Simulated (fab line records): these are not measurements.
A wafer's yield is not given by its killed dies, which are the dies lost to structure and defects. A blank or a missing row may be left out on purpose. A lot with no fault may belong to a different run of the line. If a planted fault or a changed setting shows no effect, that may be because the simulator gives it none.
Matching of chambers :: flow n5-finfet :: N5_HKMG_FIN_ALD_75 on ald-hk-03: 4 sister chambers
The step deposits Al2O3, target thk 1 nm, co reactant pulse time 1 s. 16 wafers are shown with their chamber, then 8 later ones without.

WAFERS PAIRED WITH THEIR CHAMBERS
wafer: L074.1
chamber: 3
heater-power-w (W): 156
precursor-pulse-height-rel: 0.992

wafer: L074.2
chamber: 0
heater-power-w (W): 156
precursor-pulse-height-rel: 0.994

wafer: L074.6
chamber: 3
heater-power-w (W): 159
precursor-pulse-height-rel: 0.987

wafer: L075.2
chamber: 1
heater-power-w (W): 147
precursor-pulse-height-rel: 1.009

wafer: L075.3
chamber: 0
heater-power-w (W): 158
precursor-pulse-height-rel: 1.010

wafer: L075.5
chamber: 3
heater-power-w (W): 159
precursor-pulse-height-rel: 0.987

wafer: L077.2
chamber: 3
heater-power-w (W): 154
precursor-pulse-height-rel: 1.004

wafer: L077.3
chamber: 0
heater-power-w (W): 156
precursor-pulse-height-rel: 1.010

wafer: L077.5
chamber: 1
heater-power-w (W): 146
precursor-pulse-height-rel: 0.979

wafer: L083.1
chamber: 1
heater-power-w (W): 148
precursor-pulse-height-rel: 0.985

wafer: L083.4
chamber: 3
heater-power-w (W): 158
precursor-pulse-height-rel: 0.981

wafer: L083.5
chamber: 3
heater-power-w (W): 152
precursor-pulse-height-rel: 0.961

wafer: L088.1
chamber: 2
heater-power-w (W): 149
precursor-pulse-height-rel: 1.027

wafer: L088.3
chamber: 1
heater-power-w (W): 149
precursor-pulse-height-rel: 1.031

wafer: L088.5
chamber: 2
heater-power-w (W): 148
precursor-pulse-height-rel: 1.012

wafer: L090.1
chamber: 0
heater-power-w (W): 157
precursor-pulse-height-rel: 0.995

SIGNATURES, as means of the wafers listed above
reading: heater-power-w
chamber 0: 156.75
chamber 1: 147.50
chamber 2: 148.50
chamber 3: 156.33
scatter within a chamber: 2.03

reading: precursor-pulse-height-rel
chamber 0: 1.00225
chamber 1: 1.00100
chamber 2: 1.01950
chamber 3: 0.98533
scatter within a chamber: 0.016
Rule: a wafer's distance from a chamber is the root of the sum, over the readings, of the square of ((its reading less the chamber's mean) divided by the reading's scatter). The wafer belongs to the nearest chamber; if the next one is less than 2 further off, it can't be placed. How the scatter is found: for the shown wafers, subtract from each reading the mean of its chamber, square and add these, divide the total by (wafers less chambers), then take the root.

WAFERS MISSING THEIR CHAMBER
wafer: L090.2
heater-power-w (W): 149
precursor-pulse-height-rel: 0.981

wafer: L090.4
heater-power-w (W): 156
precursor-pulse-height-rel: 0.990

wafer: L095.3
heater-power-w (W): 148
precursor-pulse-height-rel: 0.977

wafer: L095.4
heater-power-w (W): 150
precursor-pulse-height-rel: 0.996

wafer: L095.5
heater-power-w (W): 151
precursor-pulse-height-rel: 1.027

wafer: L097.2
heater-power-w (W): 150
precursor-pulse-height-rel: 1.024

wafer: L097.4
heater-power-w (W): 156
precursor-pulse-height-rel: 0.997

wafer: L097.6
heater-power-w (W): 145
precursor-pulse-height-rel: 0.989

WHICH CHAMBER EACH ONE RAN IN
wafer: L090.2
from the rows above: can't be placed: 1 or 2
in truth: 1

wafer: L090.4
from the rows above: can't be placed: 3 or 0
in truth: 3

wafer: L095.3
from the rows above: can't be placed: 1 or 2
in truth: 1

wafer: L095.4
from the rows above: can't be placed: 1 or 2 or 3
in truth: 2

wafer: L095.5
from the rows above: can't be placed: 2 or 1 or 0
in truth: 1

wafer: L097.2
from the rows above: can't be placed: 2 or 1
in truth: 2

wafer: L097.4
from the rows above: can't be placed: 0 or 3
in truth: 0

wafer: L097.6
from the rows above: can't be placed: 1 or 2
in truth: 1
Correct placement for 0 of the 8. Can't be placed from these rows: 8 (the true chamber is among the candidates in 8). Wrongly placed: 0.
